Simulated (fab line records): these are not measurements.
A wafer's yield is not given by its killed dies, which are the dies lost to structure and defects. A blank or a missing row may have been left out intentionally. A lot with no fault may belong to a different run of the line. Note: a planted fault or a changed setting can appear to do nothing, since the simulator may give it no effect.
One fault through the eyes of 2 desks :: flow n5 finfet :: each desk has only its own numbers; what lay behind them comes last

## METROLOGY DESK
What the gauges read, lot by lot, whatever tool the lot ran on: means of the sampled wafers that have a number. Any lot whose mean is over 4 standard deviations away from the usual mean is out of limits and marked OUT; that distance is given in the brackets. Readings shown: 7 out of 18 (the first out of limits, and those lying furthest out on some lot).
Columns: A = RS_SD_N at N5_SD_ACTIVATION_RS_MEAS_03, usual 22.0 ohm/sq; B = RS_SD_P at N5_SD_ACTIVATION_RS_MEAS_03, usual 56.5 ohm/sq; C = RC_DENSE_N at N5_BEOL_M4_RC_MEAS_101, usual 19.1 ohm.um; D = RC_N at N5_BEOL_M4_RC_MEAS_101, usual 15.57 ohm.um; E = REXT_N at N5_BEOL_M4_RC_MEAS_101, usual 75.3 ohm.um; F = RS_SD_N at N5_BEOL_M4_RC_MEAS_101, usual 28.5 ohm/sq; G = VT_P at N5_BEOL_M4_RC_MEAS_101, usual -250.0 mV
lot: L846
first seen here: day 3 11:52
A: 22.3
B: 56.3
C: 19.2
D: 15.66
E: 74.3
F: 28.8
G: -249.3

lot: L848
first seen here: day 4 00:04
A: 21.7
B: 56.1
C: 18.6
D: 15.15
E: 75.0
F: 28.0
G: -251.6

lot: L850
first seen here: day 4 12:11
A: 22.7
B: 57.0
C: 18.8
D: 15.38
E: 76.8
F: 29.3
G: -244.4

lot: L851
first seen here: day 4 19:41
A: 21.5
B: 56.9
C: 19.6
D: 15.93
E: 73.2
F: 28.0
G: -249.3

lot: L853
first seen here: day 5 10:04
A: 22.2
B: 57.0
C: 18.9
D: 15.50
E: 73.3
F: 28.7
G: -249.1

lot: L854
first seen here: day 5 17:43
A: 22.3
B: 57.2
C: 19.0
D: 15.63
E: 75.9
F: 28.9
G: -249.2

lot: L859
first seen here: day 6 18:23
A: 28.0 (+19) OUT
B: 58.9
C: 24.0 (+14) OUT
D: 19.57 (+15) OUT
E: 87.5 (+8.1) OUT
F: 35.0 (+18) OUT
G: -249.7

lot: L861
first seen here: day 7 12:52
A: 27.3 (+17) OUT
B: 57.8
C: 23.6 (+13) OUT
D: 19.20 (+13) OUT
E: 82.5 (+4.8) OUT
F: 34.2 (+16) OUT
G: -249.5

lot: L868
first seen here: day 9 05:53
A: 22.0
B: 56.3
C: 19.0
D: 15.53
E: 73.8
F: 28.4
G: -250.6
Per this desk, out of limits: L859, L861; the first was L859, day 7 01:10 (RS_SD_N at N5_SD_ACTIVATION_RS_MEAS_03). L846, L848, L850, L851, L853, L854, L868: within limits.

## TOOL OWNER'S DESK, laser anneal-02
At N5_SD_ACTIVATION_LSA_01 (time 0.0008 s), the tool's own readings, given per lot that ran on this tool as the mean of the sampled wafers with a number. Any lot whose mean is over 4 standard deviations away from the usual mean is out of limits and marked OUT; that distance is given in the brackets.
Columns: A = wafer_temp_C_max at N5_SD_ACTIVATION_LSA_01, usual 1085.7
lot: L846
first seen here: day 3 15:57
A: 1086.2

lot: L848
first seen here: day 4 04:57
A: 1085.1

lot: L850
first seen here: day 4 17:20
A: 1087.8

lot: L854
first seen here: day 6 00:03
A: 1086.1

lot: L859
first seen here: day 7 00:59
A: 1027.6 (-53) OUT

lot: L861
first seen here: day 7 18:50
A: 1028.5 (-52) OUT
This desk's verdict: out of limits on L859, L861, starting with L859 at day 7 00:59 (wafer_temp_C_max at N5_SD_ACTIVATION_LSA_01). L846, L848, L850, L854: within limits.

## TAKEN TOGETHER
At day 7 00:59, on L859, L861, the tool owner's desk was in a position to raise an alarm.
L859, L861 would have let the metrology desk raise an alarm at day 7 01:10.
All the named lots went through N5_SD_ACTIVATION_LSA_01 on laser anneal-02.

## WHAT THE SIMULATOR PUT IN
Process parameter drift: laser anneal-02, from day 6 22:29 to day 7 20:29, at N5_SD_ACTIVATION_LSA_01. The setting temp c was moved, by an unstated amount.
Shown lots that were struck: L859, L861.
Delay (hours) between the fault's onset and each desk's first out-of-limits reading: 2 at the tool owner's desk, 3 at the metrology desk.
